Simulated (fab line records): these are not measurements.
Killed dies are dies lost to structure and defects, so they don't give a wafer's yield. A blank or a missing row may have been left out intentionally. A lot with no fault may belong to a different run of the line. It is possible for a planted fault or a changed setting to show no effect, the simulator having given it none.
Lot-split experiment    flow n5 finfet    7 lots, 21 wafers read, on a route of 1938 steps

SPLIT DETAILS
At N5_BEOL_M13_EXPOSE_07 (exposes mask V12), the setting dose mj was moved away from the recipe's 24.8 on 9 of the 21 wafers read, by -6.5% to -3.1%. All remaining wafers had this setting at the recipe value.

FROM THE SPLIT TO THE READING: what the file shows between them, 11 steps
- N5_BEOL_M13_PEB_08: peb time 90 s
- N5_BEOL_M13_DEVELOP_09: develop time 45 s
- N5_BEOL_M13_HARDBAKE_14: time 120 s
- N5_BEOL_M13_CD_MEAS_10: target cd 190 nm
- N5_BEOL_M13_DESCUM_15: chemistry O2, time 7.9 s
- N5_BEOL_M13_ETCH_59: etches BARC in N2/H2, target depth 89 nm, overetch 26.7 nm, time 67.9 s
- N5_BEOL_M13_VIA_ETCH_16: etches SiOC in C4F8/O2/Ar, target depth 921.7 nm
- N5_BEOL_M13_STRIP_63: strips in N2/H2
- N5_BEOL_M13_STRIP_64: strips in N2/H2
- N5_BEOL_M13_STRIP_71: strips in post etch residue remover, time 60 s
- N5_BEOL_M13_SRD_72: time 30 s, dry time 30 s

THE READING
cd nm (nm) at N5_BEOL_M13_CD_MEAS_17, where the cd target is 190 nm. Fault-free wafers of this fab line usually give 191.0 nm, standard deviation 1.7 nm.

wafer   tool, chamber at the split  dose mj as run  against the recipe  cd nm, nm  against lot-mates on the recipe
L077.3  krf scanner-02, 0           23.93           -3.5%               186.9      -3.5
L077.5  krf scanner-02, 0           24.8            recipe              190.4      -
L077.6  krf scanner-02, 0           24.8            recipe              190.5      -
L078.1  krf scanner-01, 0           24.8            recipe              192.2      -
L078.2  krf scanner-01, 0           24.8            recipe              193.2      -
L078.3  krf scanner-01, 0           24.03           -3.1%               189.6      -3.1
L083.4  krf scanner-01, 0           23.45           -5.4%               187.5      no lot-mate on the recipe
L083.5  krf scanner-01, 0           23.45           -5.4%               185.1      no lot-mate on the recipe
L083.6  krf scanner-01, 0           23.45           -5.4%               184.9      no lot-mate on the recipe
L088.2  krf scanner-02, 0           23.89           -3.7%               187.4      -5.1
L088.3  krf scanner-02, 0           23.89           -3.7%               185.0      -7.5
L088.5  krf scanner-02, 0           24.8            recipe              192.5      -
L087.1  krf scanner-02, 0           24.8            recipe              190.5      -
L087.4  krf scanner-02, 0           24.8            recipe              192.6      -
L087.6  krf scanner-02, 0           23.2            -6.5%               184.6      -7.0
L086.1  krf scanner-02, 0           24.8            recipe              193.1      -
L086.4  krf scanner-02, 0           24.8            recipe              192.5      -
L086.5  krf scanner-02, 0           24.8            recipe              194.0      -
L092.2  krf scanner-01, 0           23.86           -3.8%               187.7      -2.6
L092.3  krf scanner-01, 0           24.8            recipe              190.5      -
L092.5  krf scanner-01, 0           24.8            recipe              190.1      -

FIT RESULTS
A straight line over all 21 wafers: cd nm changes by +1.16 nm for each +1% of dose mj; r = +0.91; the points scatter about the line by 1.3 nm.
The same after taking each lot's own level away (the mean of its wafers on the recipe; 18 wafers): +1.17 nm for each +1%; r = +0.91; scatter 1.1 nm.
The reading moves by 7.5 nm for the largest change in dose mj, on that fit.
The lots' own levels span 190.30 to 193.20 nm, that is 1.7 times the standard deviation above.
Hence the lot-to-lot level has little effect on the slope; both slopes agree.
Check: -7.98 nm against its lot-mates is what the line predicts for one of the wafers moved furthest among these (-6.5%) when that wafer is left out of the fit. It came out at -6.95 nm against them.

THE WHOLE CHAIN: every reading that the file lists as answering this split, in the file's order
step                    what it does      reading  change (the file's fit)               r (the file's)
N5_BEOL_M13_CD_MEAS_10  target cd 190 nm  cd nm    +1.13 nm for each +1% of the setting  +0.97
N5_BEOL_M13_CD_MEAS_17  target cd 190 nm  cd nm    +1.09 nm for each +1% of the setting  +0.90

FILE'S OWN FIT
cd nm changes by +1.09 nm for each +1% of dose mj, r = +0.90.
